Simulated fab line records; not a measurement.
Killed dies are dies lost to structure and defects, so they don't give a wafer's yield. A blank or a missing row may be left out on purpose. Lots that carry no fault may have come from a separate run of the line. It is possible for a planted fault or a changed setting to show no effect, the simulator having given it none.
Problem report, 8D (eight disciplines) form, completed by code | flow nandHarc | the parts of the form that need people (team, actions taken, sign-off) are left out

## 1. PROBLEM STATEMENT
killedDies at NHARC_END_SORT_01 reads a mean of 202 on 3 wafers of 3 lots; wafers without a fault read 32 with a standard deviation of 11. Measured from the usual mean, that is +15 standard deviations.
First observed at day 22 05:15: wafer L454.5, on prober-02. At this step, 11 wafers from 4 lots have a number in the record. By rule, "out" or "out of limits" means more than 4 standard deviations away from the usual mean. The other wafers with a number count as sound.

## 2. WHAT IT IS; WHAT IT IS NOT
question                    | is                        | is not
which readings at this step | killedDies, killedAtArray | killedAtPeriphery, killedOpen, killedShort
which lots                  | L452, L454, L455          | L448
which wafers of those lots  | L452.5, L454.5, L455.2    | L452.1, L452.3, L454.1, L455.1, L455.6
read on which gauges        | prober-02                 | prober-01
when                        | from day 22 05:15         | up to then (4 sound wafers); but 4 sound wafers of L452, L455 came after

## 3. WHAT RULES OUT EACH SUSPECT
Counting: any tool at a process step up to the reading remains a suspect provided it ran every lot that is out. Sound lots after the first of them don't rule it out here, since some wafers of a struck lot are sound.
- the gauge at NHARC_END_SORT_01: kept. All the wafers that are out were read on prober-02, and no step on other tools shows them out.
- aclDep-03 at NHARC_A_CONTACT_DEP_57 (deposits aC, target thk 2800 nm): kept. It processed each lot that is out (first: L452, day 19 10:27); up to then, its last sound lot is L448 (day 18 22:17).
The count leaves prober-02 at NHARC_END_SORT_01 and aclDep-03 at NHARC_A_CONTACT_DEP_57.

## 4. THE CAUSE (what the simulator had put in)
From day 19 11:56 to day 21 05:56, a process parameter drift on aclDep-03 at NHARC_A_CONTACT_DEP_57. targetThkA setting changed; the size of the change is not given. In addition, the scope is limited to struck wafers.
2 suspects survive the count, and this tool is in that group.

## 5. THE EFFECT CHAIN, in route order
One row per reading whose mean, taken over the struck wafers that have a number, lies over 3 standard deviations from the usual. Only readings for which the record gives a usual standard deviation are gone through. hours: the time from each lot's start at the first step in this table that gives one to its start at this step, as a median over the lots. sigmas: the change in usual standard deviations.
hours | step              | reading       | usual | on struck wafers | change | sigmas
0     | NHARC_END_SORT_01 | killedAtArray | 28    | 198              | +170   | +15
0     | NHARC_END_SORT_01 | killedDies    | 32    | 202              | +170   | +15

## 6. WHAT WOULD HAVE CAUGHT IT SOONER
65 hours passed between the start of the fault at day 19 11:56 and the first reading out of limits at a measuring or inspecting step in this record, taken at day 22 05:15.
An alarm limit of 4 standard deviations would not have fired on the tool readings at NHARC_A_CONTACT_DEP_57 for which the record gives a usual standard deviation, since none of them was out on any struck wafer.
By day 22 05:15 the whole set of lots that are out, 3 in number, had already begun NHARC_A_CONTACT_DEP_57 on aclDep-03. Had the tool been put on hold then, not one of them would have been saved.
